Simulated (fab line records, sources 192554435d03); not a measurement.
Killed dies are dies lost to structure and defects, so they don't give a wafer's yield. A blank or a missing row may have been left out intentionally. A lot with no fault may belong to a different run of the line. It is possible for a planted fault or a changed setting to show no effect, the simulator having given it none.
One fault seen from 2 desks | flow n5Finfet | every desk sees just its own numbers, and what lay behind them comes last

TOOL OWNER'S DESK, rieDiel-05
The tool's own readings at N5_SD_EPI_P_ETCHBACK_46 (etches SiNx in CH3F/O2, stops on SiO2, target depth 17.5 nm): means of the sampled wafers that have a number, for each lot that ran on this tool. Any lot whose mean is over 4 standard deviations away from the usual mean is out of limits and marked OUT; that distance is given in the brackets. 7 of its 8 readings are shown, namely those furthest out on some lot.
Columns: A = chamberPressureMTorr at N5_SD_EPI_P_ETCHBACK_46, usual 29.999 mTorr; B = drypumpMotorCurrentA at N5_SD_EPI_P_ETCHBACK_46, usual 5.6 A; C = mfcArSccm at N5_SD_EPI_P_ETCHBACK_46, usual 150.0 sccm; D = oesProductAu at N5_SD_EPI_P_ETCHBACK_46, usual 0.65 a.u.; E = rfVppV at N5_SD_EPI_P_ETCHBACK_46, usual 294 V; F = showerheadPlenumPTorr at N5_SD_EPI_P_ETCHBACK_46, usual 2.00 Torr; G = throttleValvePct at N5_SD_EPI_P_ETCHBACK_46, usual 16.33 %
lot  | first seen here | A      | B   | C     | D    | E   | F    | G
L676 | day 6 15:19     | 29.989 | 5.4 | 149.9 | 0.65 | 293 | 1.97 | 16.09
This desk's finding: nothing out of limits on the one lot.

AT THE METROLOGY DESK
Means of the sampled wafers that have a number, per lot and without regard to the tool the lot ran on: this is what the gauges read. Any lot whose mean is over 4 standard deviations away from the usual mean is out of limits and marked OUT; that distance is given in the brackets. 7 of its 10 readings are shown, namely those furthest out on some lot.
Columns: A = DIBL_N at N5_BEOL_M4_RC_MEAS_101, usual 36.1 mV/V; B = DIBL_P at N5_BEOL_M4_RC_MEAS_101, usual 36.1 mV/V; C = IOFF_N at N5_BEOL_M4_RC_MEAS_101, usual 0.159 nA/um; D = IOFF_P at N5_BEOL_M4_RC_MEAS_101, usual 0.21 nA/um; E = ION_N at N5_BEOL_M4_RC_MEAS_101, usual 675 uA/um; F = ION_P at N5_BEOL_M4_RC_MEAS_101, usual 464 uA/um; G = VT_P at N5_BEOL_M4_RC_MEAS_101, usual -250 mV
lot  | first seen here | A    | B    | C     | D    | E   | F   | G
L664 | day 8 06:20     | 36.5 | 35.3 | 0.152 | 0.19 | 667 | 455 | -251
L665 | day 8 08:42     | 35.3 | 35.0 | 0.146 | 0.21 | 680 | 468 | -249
L667 | day 9 00:53     | 35.5 | 35.6 | 0.153 | 0.20 | 679 | 467 | -250
L670 | day 9 09:17     | 38.7 | 38.2 | 0.213 | 0.24 | 686 | 465 | -250
L676 | day 11 08:40    | 35.9 | 36.7 | 0.145 | 0.21 | 671 | 465 | -251
L678 | day 11 15:29    | 35.3 | 33.8 | 0.144 | 0.18 | 675 | 463 | -253
L679 | day 12 02:38    | 34.1 | 33.7 | 0.131 | 0.19 | 665 | 461 | -251
L683 | day 12 17:18    | 37.5 | 37.8 | 0.191 | 0.28 | 693 | 479 | -242
L684 | day 13 12:38    | 35.0 | 35.6 | 0.145 | 0.18 | 669 | 456 | -254
This desk found nothing out of limits on any of the 9 lots.

BROUGHT TOGETHER
The desk of the tool owner found nothing out of limits.
From the metrology desk's view, nothing was out of limits.

WHAT HAD BEEN PUT IN BY THE SIMULATOR
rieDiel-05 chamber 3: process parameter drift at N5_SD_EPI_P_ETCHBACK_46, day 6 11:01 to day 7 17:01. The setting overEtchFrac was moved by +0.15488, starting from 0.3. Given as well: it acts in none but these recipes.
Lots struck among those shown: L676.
